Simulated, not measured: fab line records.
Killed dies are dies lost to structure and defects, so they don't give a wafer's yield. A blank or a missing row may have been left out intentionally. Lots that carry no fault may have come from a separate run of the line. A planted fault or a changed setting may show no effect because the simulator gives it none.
Problem report, 8D (eight disciplines) form, completed by code + flow nand harc + the parts of the form that need people (team, actions taken, sign-off) are left out

## 1. WHAT WENT WRONG
run length s at NHARC_A_STAIRCASE_TRIM_16 reads a mean of 150.5 s on 1 wafer of 1 lot; wafers without a fault read 232.5 s with a standard deviation of 0.59. That is -99 or more standard deviations from the usual mean.
The step: chemistry O2, time 211.2 s.
First seen on wafer L527.3, day 22 11:11, on rie diel-05. The record holds 39 wafers of 13 lots with a number at this step. The rule behind "out" and "out of limits": a value lying over 4 standard deviations away from the usual mean. All remaining wafers that have a number are taken as sound.

## 2. WHAT IT IS AND WHAT IT IS NOT
| question                    | is                | is not                                                                                          |
|-----------------------------|-------------------|-------------------------------------------------------------------------------------------------|
| which readings at this step | run length s      | drypump motor current A, oes product au, rf vpp V, showerhead plenum p Torr, throttle valve pct |
| which lots                  | L527              | L512, L513, L515, L517, L518, L519, L520, L521, L522, L531, L533, L534                          |
| which wafers of those lots  | L527.3            | L527.1, L527.4                                                                                  |
| read on which tools         | rie diel-05       | rie diel-06, rie diel-12                                                                        |
| when                        | from day 22 11:11 | up to then (29 sound wafers); but 9 sound wafers of L531, L533, L534 came after                 |

## 3. WHAT RULES OUT EACH SUSPECT
Counting: a tool at a process step up to the reading stays a suspect if it ran every lot that is out. Sound lots after the first of them don't rule it out here, since some wafers of a struck lot are sound.
- rie diel-05 at NHARC_A_STAIRCASE_TRIM_12 (chemistry O2, time 211.2 s): kept. It ran the lot that is out, L527 (day 22 06:23); its last sound lot up to then is L515 (day 17 02:03).
- rie diel-05 at NHARC_A_STAIRCASE_TRIM_16 (chemistry O2, time 211.2 s): kept. It ran the lot that is out, L527 (day 22 11:11); its last sound lot up to then is L515 (day 17 02:32). Out on those wafers are its own readings of run length s.
- At NHARC_A_STAIRCASE_TRIM_12, inside rie diel-05: chamber 1 took the wafers that are out, while their sound lot-mates went through chambers 0, 3.
- At NHARC_A_STAIRCASE_TRIM_16, inside rie diel-05: chamber 0 took the wafers that are out, while their sound lot-mates went through chambers 1, 2.
After counting, rie diel-05 at NHARC_A_STAIRCASE_TRIM_12 and rie diel-05 at NHARC_A_STAIRCASE_TRIM_16 remain.

## 4. THE CAUSE (what the simulator had put in)
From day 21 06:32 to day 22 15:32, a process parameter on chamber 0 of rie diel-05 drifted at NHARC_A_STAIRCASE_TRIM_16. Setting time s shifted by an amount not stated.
Counting left 2 suspects, and this tool is among them.

## 5. THE CHAIN OF EFFECTS, in route order
Each row: a reading where the mean over the struck wafers with a number is more than 3 standard deviations away from the usual. Scope: only readings with a usual standard deviation given in the record; hours: median across lots of the time from each lot's start at the first step in this table that gives one to its start at this step; sigmas: change in usual standard deviations.
| hours | step                      | reading      | usual   | on struck wafers | change | sigmas      |
|-------|---------------------------|--------------|---------|------------------|--------|-------------|
| 0     | NHARC_A_STAIRCASE_TRIM_16 | run length s | 232.5 s | 150.5            | -82.0  | -99 or more |
Its process steps:
- NHARC_A_STAIRCASE_TRIM_16: chemistry O2, time 211.2 s.

## 6. HOW IT WOULD HAVE BEEN CAUGHT EARLIER
In this record no reading fell out of limits until day 22 11:11, 29 hours after the fault had begun at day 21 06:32.
